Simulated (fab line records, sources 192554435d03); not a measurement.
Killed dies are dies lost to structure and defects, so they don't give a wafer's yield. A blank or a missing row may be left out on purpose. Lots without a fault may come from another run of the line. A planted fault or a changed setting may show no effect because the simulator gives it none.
A struck lot beside a sound one | flow n5_finfet | 40 steps out of a route of 1938
Sound: wafers L398.2, L398.3, L398.6. Struck: wafers L411.2, L411.3, L411.4. The cause comes at the end.
At each step with rows: each side's tool, then ch and its chambers, then its first start. Under that, the readings that differ: sound wafers | struck wafers | difference of the means | sigmas: that difference in standard deviations of wafers without a fault.
alike: readings whose means differ by less than 2 such deviations, and words and numbers that are the same on both sides. not compared: withheld readings, readings that some wafer has no value for, bounds like >300 that may hide the same value, and numbers for which the record gives no deviation and whose values overlap.
The two part at a step that has a row with sigmas, a row that says differs or no value, or rows on one side only. Numbers that don't overlap but have no deviation are shown without sigmas and don't part them. A reading that every wafer of one side lacks parts them only if that side has two wafers or more.

first, 11 steps without rows for these wafers: N5_HKMG_FIN_DESCUM_17 (chemistry O2, time 7.9 s); N5_HKMG_FIN_ETCH_31 (etches SiARC in CF4, target depth 45.5 nm, time 75.8 s); N5_HKMG_FIN_ETCH_32 (etches SOC in N2/H2, target depth 240 nm, time 300 s); N5_HKMG_FIN_STRIP_33 (strips in N2/H2); N5_HKMG_FIN_STRIP_34 (strips in CF4); N5_HKMG_FIN_ETCH_35 (etches SOC in N2/H2, target depth 215.8 nm, time 243.4 s); N5_HKMG_FIN_STRIP_92 (strips SOC in N2/H2, time 20 s); N5_HKMG_FIN_WET_ETCH_18 (etches TiN in SC1, time 55 s, target depth 5.2 nm, rinse time 30 s); N5_HKMG_FIN_STRIP_19 (strips in N2/H2, time 360 s); N5_HKMG_FIN_ALD_91 (deposits TiN, target thk 1 nm, pulse time 1 s, purge time 3 s); N5_HKMG_FIN_COAT_85 (time 60 s, resist thk 300 nm).
N5_HKMG_FIN_ETCH_86: etches SOC in N2/H2, stops on TiN, target depth 393.2 nm.
  sound on rie_diel-06 ch 0,1,3, day 4 15:29; struck on rie_diel-06 ch 0,2,3, day 8 01:23
  alike: drypump_motor_current_A, oes_product_au, rf_vpp_V, showerhead_plenum_p_Torr, throttle_valve_pct
  not compared: rf_hours_counter_h
then, 27 steps without rows for these wafers: N5_HKMG_FIN_STRIP_89 (strips SOC in N2/H2, time 20 s); N5_HKMG_FIN_WET_ETCH_87 (etches TiN in SC1, time 154.2 s, target depth 4.7 nm, rinse time 30 s); N5_HKMG_FIN_STRIP_88 (strips in N2/H2, time 360 s); N5_HKMG_FIN_NWFM_ALD_20 (deposits TiAlC, target thk 2 nm, pulse time 3 s, purge time 2 s); N5_HKMG_FIN_ALD_71 (deposits TiN, target thk 1 nm, pulse time 1 s, purge time 3 s); N5_HKMG_FIN_COAT_66 (time 60 s, resist thk 300 nm); N5_HKMG_FIN_ETCH_67 (etches SOC in N2/H2, stops on TiN, target depth 388.9 nm); N5_HKMG_FIN_STRIP_90 (strips SOC in N2/H2, time 20 s); N5_HKMG_FIN_WET_ETCH_73 (etches the open film in SC1, time 42.3 s, target depth 1.3 nm, rinse time 30 s); N5_HKMG_FIN_ETCHBACK_68 (etches the open film in Cl2/Ar, stops on HfO2, target depth 0.5 nm); N5_HKMG_FIN_STRIP_69 (strips in N2/H2, time 360 s); N5_HKMG_FIN_ALD_21 (deposits TiN, target thk 1.5 nm, pulse time 1 s, purge time 3 s); N5_HKMG_FIN_ALD_72 (deposits W, target thk 2 nm, pulse time 1 s, purge time 2 s); N5_HKMG_FIN_W_FILL_22 (material W, target thk 60 nm, time 18.2 s); N5_HKMG_FIN_PRECLEAN_83 (cleans in DIW, time 57.5 s); N5_HKMG_FIN_SRD_84 (dry time 32 s); N5_HKMG_FIN_CMP_23 (polishes, stops on SiNx, t overpolish 10 s, target thk 46.326 nm); N5_HKMG_FIN_CMP_94 (polishes, stops on SiNx, t overpolish 4.7 s, target thk 43.299 nm); N5_GATE_CUT_ETCHBACK_00 (etches W in SF6/Cl2); N5_GATE_CUT_ETCH_56 (etches TiN in Cl2/Ar, target depth 21.6 nm); N5_GATE_CUT_ETCHBACK_30 (etches TiN in Cl2/Ar, target depth 3 nm); N5_GATE_CUT_VAPOR_ETCH_60 (etches HfO2 in BCl3/Cl2); N5_GATE_CUT_ETCH_58 (etches SiNx in CH3F/O2, target depth 17 nm, time 128.6 s); N5_GATE_CUT_STRIP_59 (strips in N2/H2, time 20 s); N5_GATE_CUT_PRECLEAN_31 (cleans in DIW, time 300 s); N5_GATE_CUT_SRD_32 (time 30 s); N5_GATE_CUT_SAC_CAP_01 (material SiNx, target thk 24 nm, pulse time 1 s, ald cycles 480).
-- the record jumps here: 9 days lie between the struck wafers' starts before and after (it left off in module GATE_CUT and takes up again in module PASSIVATION, whose first step shown is number 1936 of the route) --
N5_PASSIVATION_PROBE_49:
  the record has rows for the struck wafers here (prober-01, day 16 17:58) and none for the sound ones

WHERE THEY PART
Only at N5_PASSIVATION_PROBE_49, within this record.

WHY: what the simulator had put in
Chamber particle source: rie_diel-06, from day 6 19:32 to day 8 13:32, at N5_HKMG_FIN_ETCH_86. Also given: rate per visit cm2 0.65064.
